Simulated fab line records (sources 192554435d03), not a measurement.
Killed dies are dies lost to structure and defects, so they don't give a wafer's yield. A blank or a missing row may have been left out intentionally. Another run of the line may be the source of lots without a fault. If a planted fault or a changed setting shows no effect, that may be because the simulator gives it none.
Which tool did it? | flow n5Finfet | 24 wafers from 8 lots sampled at 5 of the route's 1938 steps

== WHAT EACH GAUGE READ, for each wafer ==
N5_BEOL_M4_RC_MEAS_101.
lot  | measured     | on        | ION_N (uA/um)
L905 | day 9 07:28  | prober-01 | 687 466 687
L906 | day 10 00:09 | prober-02 | 440 667 701
L915 | day 12 06:49 | prober-01 | 672 695 703
L916 | day 12 10:14 | prober-01 | 679 674 685
L918 | day 13 04:02 | prober-01 | 677 662 677
L919 | day 13 07:53 | prober-02 | 679 662 677
L920 | day 13 12:40 | prober-01 | 663 688 654
L921 | day 13 13:46 | prober-02 | 680 681 675

== TOOL THAT RAN EACH LOT (tool first, then ch and the chambers of the sampled wafers, then the start) ==
lot  | N5_HKMG_FIN_ALD_36                | N5_HKMG_FIN_ETCH_35              | N5_HKMG_FIN_ALD_91                 | N5_HKMG_FIN_ETCH_86
L905 | aldMetal-01 ch 0,1,2, day 5 20:01 | rieDiel-06 ch 0,2,3, day 5 21:36 | aldMetal-02 ch 0,1,2, day 5 22:17  | rieDiel-06 ch 0,2,3, day 5 22:37
L906 | aldMetal-03 ch 0,2,3, day 6 03:00 | rieDiel-06 ch 0,2,3, day 6 05:04 | aldMetal-03 ch 0,1,3, day 6 05:46  | rieDiel-02 ch 0,1,2, day 6 06:07
L915 | aldMetal-01 ch 1,3, day 8 11:41   | rieDiel-02 ch 0,1,3, day 8 13:14 | aldMetal-01 ch 1,2, day 8 13:55    | rieDiel-06 ch 1,2,3, day 8 14:16
L916 | aldMetal-01 ch 0,1,3, day 8 18:20 | rieDiel-06 ch 1,2,3, day 8 19:55 | aldMetal-03 ch 0,1,2, day 8 20:35  | rieDiel-06 ch 1,2,3, day 8 20:59
L918 | aldMetal-01 ch 1,2, day 9 03:11   | rieDiel-06 ch 0,1, day 9 04:52   | aldMetal-03 ch 1,3, day 9 05:32    | rieDiel-02 ch 1,2, day 9 05:52
L919 | aldMetal-01 ch 0,1,3, day 9 08:01 | rieDiel-06 ch 0,3, day 9 09:34   | aldMetal-03 ch 0,1,3, day 9 10:15  | rieDiel-02 ch 1,2,3, day 9 10:36
L920 | aldMetal-02 ch 1,3, day 9 17:40   | rieDiel-04 ch 0,1,2, day 9 19:05 | aldMetal-02 ch 2,3, day 9 19:46    | rieDiel-02 ch 0,2,3, day 9 20:11
L921 | aldMetal-01 ch 0,2, day 9 23:44   | rieDiel-02 ch 1,2, day 10 01:52  | aldMetal-02 ch 0,2,3, day 10 02:32 | rieDiel-02 ch 0,2,3, day 10 02:58
- N5_HKMG_FIN_ALD_36: deposits TiN, target thk 1 nm, pulse time 1 s, purge time 3 s.
- N5_HKMG_FIN_ETCH_35: etches SOC in N2/H2, target depth 215.8 nm, time 243.4 s.
- N5_HKMG_FIN_ALD_91: deposits TiN, target thk 1 nm, pulse time 1 s, purge time 3 s.
- N5_HKMG_FIN_ETCH_86: etches SOC in N2/H2, stops on TiN, target depth 393.2 nm.

== THE ANSWER, worked out from the rows above alone ==
Rule: usual is defined by the lots themselves. The widest of any qualifying gaps counts: lots, ordered by their means at a reading, are off when they make up no more than a third of the lots, leave a main group of 4 or more, and stand apart from it by 3 or more times the standard deviation of that group's means. A main group is skipped when, at the precision printed for the reading in the tables above, its means are all equal. A lot without any number at a reading at which 4 lots or more have one is off too. The other lots that the step has rows for count as sound.
Off: L905, L906, seen at N5_BEOL_M4_RC_MEAS_101 (ION_N). The main group: mean 677 uA/um, standard deviation 7.
A tool fits if, at a process step before that reading, it ran every lot that is off, and no sound lot after the first of them. Those tools and the gauges at N5_BEOL_M4_RC_MEAS_101 are tried in the same way. None of those tried fits.

== WHAT THE SIMULATOR PUT IN ==
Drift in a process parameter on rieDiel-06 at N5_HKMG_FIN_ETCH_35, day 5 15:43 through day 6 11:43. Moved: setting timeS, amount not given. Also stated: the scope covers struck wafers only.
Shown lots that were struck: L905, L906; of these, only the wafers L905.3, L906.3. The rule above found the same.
